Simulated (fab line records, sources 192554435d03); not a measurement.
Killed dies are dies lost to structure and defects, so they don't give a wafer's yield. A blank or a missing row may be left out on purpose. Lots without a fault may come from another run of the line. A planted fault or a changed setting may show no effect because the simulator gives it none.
fab line records | flow n5_finfet
record lots=11 wafers=33 last_day=19
route steps=1938 shown BEOL_M10@1490
lots that met no fault: from a run of the same line without faults
start_h: hours from the record's first day to the start of the lot's first wafer shown | wait_h: hours since the lot's step before | " the same as in the row above | L1.1+2: a row that stands for several wafers | - no value, or no start given | * or withheld: withheld | < > ~ a bound
route shown NAME@n: a module of which the file shows steps, and the number in the route of the first | usual: mean/standard deviation of fault-free wafers | same: alike in all rows | chamber/n: place in a boat | sites: the reading at each site | _std_site: their standard deviation | _edge_site: outer sites' mean less inner sites' | radius_mm: how far each site lies from the wafer's centre | mask NAME#n: copy n | behind: the tool/chamber that last shaped the wafer | hold: why the lot was held/for how many hours/how that ended | device: the transistor (n, p or np) that didn't switch | end of line: the same wafers' tests at the end of the route | a step without rows: its recipe alone | killed: dies lost to structure and defects at the first sort, not the wafer's yield | map: a wafer's dies, x killed, . not, _ none there
set.NAME: the setting as run; set.NAME@STEP: as run at that earlier step | model.NAME: the simulator's own value behind a step, which no gauge read
steps of the route over a sample of lots; a table a step, a row a wafer
services: from which hour (start_h, from the record's first day; less than 0 if before it) a tool's chamber was out of use, for how many hours, and why
## steps
# step N5_BEOL_M10_STRIP_67
# recipe chemistry=CF4 resist=SiARC power_w=300 bias_power_w=75 pressure_mtorr=50 cf4_flow_sccm=150 rf_frequency_hz=6e+07
# usual bias_power_w=74.99/0.23 drypump_motor_current_A=5.6/0.39 oes_product_au=0.82/0.073 rf_vpp_V=271.9/1.2 showerhead_plenum_p_Torr=1.83/0.038 throttle_valve_pct=13.39/0.29
# columns lot.wafer tool chamber start_h wait_h bias_power_w drypump_motor_current_A oes_product_au rf_hours_counter_h rf_vpp_V showerhead_plenum_p_Torr throttle_valve_pct
L113.2 rie_diel-04 0 242.14 0.0 75.26 6.1 0.89 47 271.4 1.83 13.13
L113.4 " 3 " " 75.01 5.5 0.86 31 273.1 1.83 13.18
L113.5 " 2 " " 74.80 5.9 0.72 - 271.6 1.77 13.71
L112.2 rie_diel-06 2 242.15 0.0 75.42 5.6 0.92 12 272.1 1.82 13.00
L112.4 " 1 " " 74.79 5.6 0.80 103 272.4 1.79 13.62
L112.6 " 1 " " 75.04 5.5 0.80 - 270.7 1.79 13.62
L114.3 rie_diel-01 0 247.43 0.0 74.61 5.9 0.86 46 271.3 1.89 13.05
L114.4 " 2 " " 75.11 5.9 0.79 89 273.3 1.87 13.30
L114.5 " 2 " " 75.24 5.9 0.80 - 273.9 1.87 13.30
L116.1 rie_diel-06 3 264.83 0.0 75.55 4.9 0.69 236 270.1 1.71 13.75
L116.4 " 0 " " 74.96 5.2 0.89 34 272.8 1.84 13.06
L116.5 " 1 " " 75.03 5.5 0.79 - 270.7 1.79 13.63
L118.1 rie_diel-04 0 292.18 0.0 75.02 6.1 0.88 62 272.3 1.83 13.16
L118.2 " 1 " " 74.79 6.2 0.71 233 271.8 1.83 14.01
L118.4 " 3 " " 75.27 5.5 0.85 47 272.3 1.83 13.19
L122.3 rie_diel-06 2 343.88 0.0 74.51 5.6 0.85 48 273.0 1.81 13.10
L122.5 " 1 " " 75.22 5.6 0.76 - 271.7 1.78 13.71
L122.6 " 2 " " 74.53 5.6 0.86 - 270.0 1.81 13.08
L127.2 rie_diel-04 3 358.16 0.0 75.14 5.5 0.81 70 271.5 1.82 13.24
L127.3 " 0 " " 75.23 6.1 0.85 84 272.4 1.82 13.22
L127.5 " 0 " " 75.17 6.0 0.84 - 270.2 1.82 13.22
L128.4 rie_diel-01 1 363.56 0.0 75.20 5.3 0.97 8 270.8 1.85 13.40
L128.5 " 0 " " 74.81 5.9 0.81 - 274.5 1.88 13.13
L128.6 " 3 " " 74.75 5.2 0.81 - 272.7 1.81 13.42
L129.2 rie_diel-01 3 372.88 0.0 75.21 5.2 0.79 98 273.0 1.81 13.41
L129.4 " 1 " " 74.69 5.3 0.95 12 270.3 1.85 13.39
L129.6 " 3 " " 75.44 5.2 0.79 - 271.6 1.81 13.40
L132.1 rie_diel-06 1 375.88 0.0 74.79 5.5 0.76 145 271.1 1.78 13.73
L132.2 " 0 " " 74.61 5.2 0.84 73 272.0 1.83 13.16
L132.6 " 1 " " 75.04 5.6 0.76 - 269.9 1.78 13.74
L133.2 rie_diel-01 0 385.56 0.0 75.14 5.9 0.80 90 273.0 1.87 13.17
L133.3 " 3 " " 75.14 5.2 0.79 103 272.3 1.81 13.46
L133.6 " 0 " " 74.98 5.9 0.80 - 272.4 1.87 13.17
# step N5_BEOL_M10_INSPECT_30
# recipe mode=adi inspect_instrument=brightfield
# usual raw_defect_count=415/89
# columns lot.wafer tool chamber start_h wait_h raw_defect_count
L113.2 defect_inspect-02 - 242.77 0.0 377
L113.4 " - " " 308
L113.5 " - " " 472
L112.2 defect_inspect-01 - 242.96 0.0 411
L112.4 " - " " 332
L112.6 " - " " 256
L114.3 defect_inspect-02 - 248.13 0.0 506
L114.4 " - " " 321
L114.5 " - " " 516
L116.1 defect_inspect-02 - 268.23 0.0 454
L116.4 " - " " 310
L116.5 " - " " 259
L118.1 defect_inspect-01 - 293.61 0.0 429
L118.2 " - " " 596
L118.4 " - " " 376
L122.3 defect_inspect-01 - 344.69 0.0 300
L122.5 " - " " 456
L122.6 " - " " 335
L127.2 defect_inspect-02 - 359.26 0.0 326
L127.3 " - " " 362
L127.5 " - " " 266
L128.4 defect_inspect-01 - 367.17 0.0 450
L128.5 " - " " 505
L128.6 " - " " 522
L129.2 defect_inspect-01 - 373.72 0.0 325
L129.4 " - " " 440
L129.6 " - " " 428
L132.1 defect_inspect-02 - 377.56 0.0 378
L132.2 " - " " 570
L132.6 " - " " 398
L133.2 defect_inspect-02 - 388.05 0.0 463
L133.3 " - " " 426
L133.6 " - " " 411
# step N5_BEOL_M10_DESCUM_33
# recipe chemistry=O2 time_s=7.9 source_power_w=50 bias_power_w=20 pressure_mtorr=20 rf_frequency_hz=2.712e+07 temp_c=40 resist=CAR-ArF o2_flow_sccm=225
# usual bias_power_w=20.00/0.058 drypump_motor_current_A=5.7/0.38 oes_product_au=0.83/0.08 rf_vpp_V=243.8/1.1 showerhead_plenum_p_Torr=2.14/0.047 throttle_valve_pct=20.24/0.27
# columns lot.wafer tool chamber start_h wait_h bias_power_w drypump_motor_current_A oes_product_au rf_hours_counter_h rf_vpp_V showerhead_plenum_p_Torr throttle_valve_pct
L113.2 rie_diel-06 3 243.14 0.4 19.98 5.0 0.69 229 242.0 1.97 20.30
L113.4 " 0 " " 20.02 5.2 0.91 27 242.7 2.14 19.86
L113.5 " 3 " " 20.03 4.9 0.68 - 241.6 1.97 20.32
L112.2 rie_diel-04 2 243.38 0.4 20.02 5.9 0.71 223 243.1 2.08 20.64
L112.4 " 0 " " 20.07 6.1 0.89 48 244.0 2.15 20.06
L112.6 " 2 " " 19.97 5.9 0.70 - 242.5 2.08 20.63
L114.3 rie_diel-04 1 248.16 0.0 20.02 6.2 0.71 221 245.4 2.17 20.92
L114.4 " 3 " " 20.05 5.5 0.88 33 243.5 2.16 20.13
L114.5 " 0 " " 19.94 6.1 0.91 - 243.8 2.15 20.05
L116.1 rie_diel-01 0 268.27 0.0 20.04 5.9 0.85 51 244.6 2.22 20.01
L116.4 " 1 " " 19.95 5.3 0.70 237 245.0 2.14 20.53
L116.5 " 0 " " 19.94 5.9 0.84 - 245.7 2.22 20.01
L118.1 rie_diel-01 1 293.88 0.3 19.94 5.3 0.70 245 245.8 2.14 20.51
L118.2 " 0 " " 20.07 5.9 0.84 60 246.0 2.22 20.03
L118.4 " 3 " " 20.00 5.2 0.85 68 244.8 2.12 20.13
L122.3 rie_diel-06 2 344.72 0.0 19.93 5.6 0.86 48 243.3 2.13 20.04
L122.5 " 2 " " 19.95 5.6 0.86 - 244.0 2.13 20.04
L122.6 " 3 " " 19.90 4.9 0.94 - 244.7 2.22 20.04
L127.2 rie_diel-04 2 359.29 0.0 20.01 5.9 1.00 0 242.5 2.07 20.28
L127.3 " 0 " " 20.07 6.1 0.85 85 243.3 2.14 20.11
L127.5 " 3 " " 19.96 5.5 0.82 - 244.3 2.14 20.19
L128.4 rie_diel-06 2 367.20 0.0 19.97 5.6 0.86 56 243.4 2.13 20.05
L128.5 " 3 " " 20.10 5.0 0.91 - 244.6 2.22 20.03
L128.6 " 2 " " 19.95 5.6 0.84 - 244.2 2.13 20.04
L129.2 rie_diel-06 0 373.76 0.0 20.05 5.2 0.84 72 243.1 2.13 19.94
L129.4 " 2 " " 20.07 5.6 0.84 59 243.6 2.12 20.05
L129.6 " 0 " " 19.99 5.2 0.84 - 243.8 2.13 19.93
L132.1 rie_diel-06 0 377.59 0.0 19.92 5.2 0.84 73 244.6 2.13 19.93
L132.2 " 3 " " 19.92 4.9 0.90 21 244.2 2.22 20.05
L132.6 " 2 " " 19.93 5.6 0.84 - 243.4 2.12 20.04
L133.2 rie_diel-04 3 388.54 0.5 20.02 5.5 0.81 83 243.8 2.14 20.21
L133.3 " 1 " " 19.88 6.2 0.96 3 244.0 2.16 20.66
L133.6 " 0 " " 20.03 6.1 0.84 - 242.8 2.13 20.12
# step N5_BEOL_M10_CVD_75
# recipe material=Co target_thk_a=20 temp_c=withheld precursor=CCTBA/H2 pressure_torr=30 time_s=138.9
# usual run_length_s=161.8/0.57
# columns lot.wafer tool chamber start_h wait_h run_length_s
L113.2 cvd_co-01 0 244.90 0.0 161.1
L113.4 " 2 " " 162.7
L113.5 " 0 " " 161.3
L112.2 cvd_co-01 0 245.12 0.0 161.9
L112.4 " 0 " " 161.3
L112.6 " 2 " " 162.1
L114.3 cvd_co-02 2 249.93 0.0 162.0
L114.4 " 0 " " 161.8
L114.5 " 1 " " 160.9
L116.1 cvd_co-01 0 270.14 0.0 161.8
L116.4 " 0 " " 161.3
L116.5 " 2 " " 161.6
L118.1 cvd_co-02 2 296.96 0.0 162.0
L118.2 " 1 " " 160.6
L118.4 " 2 " " 161.6
L122.3 cvd_co-02 2 346.53 0.1 161.9
L122.5 " 0 " " 162.2
L122.6 " 2 " " 162.2
L127.2 cvd_co-01 0 361.88 0.0 114.0
L127.3 " 2 " " 114.6
L127.5 " 2 " " 161.5
L128.4 cvd_co-01 0 369.28 0.3 114.4
L128.5 " 2 " " 161.5
L128.6 " 1 " " 163.4
L129.2 cvd_co-02 0 375.76 0.2 162.0
L129.4 " 2 " " 161.6
L129.6 " 0 " " 162.1
L132.1 cvd_co-02 1 379.72 0.3 160.5
L132.2 " 2 " " 161.7
L132.6 " 1 " " 161.1
L133.2 cvd_co-02 1 390.15 0.0 160.5
L133.3 " 2 " " 161.8
L133.6 " 1 " " 161.3
## services
# columns tool chamber start_h hours kind
cvd_co-02 - 251.00 6.0 pm
rie_diel-01 - 252.18 2.8 pm
cvd_co-02 - 264.18 0.8 repair
cvd_co-02 - 303.15 0.8 repair
rie_diel-06 3 304.55 - clean
rie_diel-06 3 304.55 - consumable_replace:focus_ring
rie_diel-06 3 304.55 - consumable_replace:showerhead
cvd_co-01 2 307.37 4.8 repair
rie_diel-01 1 310.65 - clean
rie_diel-01 1 310.65 - consumable_replace:focus_ring
rie_diel-01 1 310.65 29.0 scheduled_down
rie_diel-04 2 335.54 - clean
rie_diel-04 2 335.54 - consumable_replace:focus_ring
rie_diel-04 2 335.54 23.7 scheduled_down
rie_diel-04 2 335.54 23.7 vent_cycle
cvd_co-01 - 336.47 6.0 pm
rie_diel-04 1 338.83 3.5 repair
cvd_co-01 - 345.27 0.5 repair
rie_diel-06 1 354.22 10.2 repair
rie_diel-01 0 354.91 5.7 repair
rie_diel-04 1 359.22 - clean
rie_diel-04 1 359.22 - consumable_replace:focus_ring
rie_diel-04 1 359.22 19.2 scheduled_down
rie_diel-04 1 359.22 19.2 vent_cycle
## key
first_sign step=N5_BEOL_M10_CVD_75 reading=run_length_s direction=down sigmas=83 usual=* struck=*
effect none on later readings
met_at N5_BEOL_M10_CVD_75
struck_lots L127,L128
struck_wafers L127.2,L127.3,L128.4
not_acting_at N5_BEOL_M10_STRIP_67,N5_BEOL_M10_INSPECT_30,N5_BEOL_M10_DESCUM_33
onset_between 270.14 361.88
fault kind=process_parameter_drift tool=cvd_co-01 chamber=- onset_h=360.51 steps=N5_BEOL_M10_CVD_75 channel=time_s offset=* shape=step end_h=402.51 scope=struck_wafers_only acts_in=* stated=*
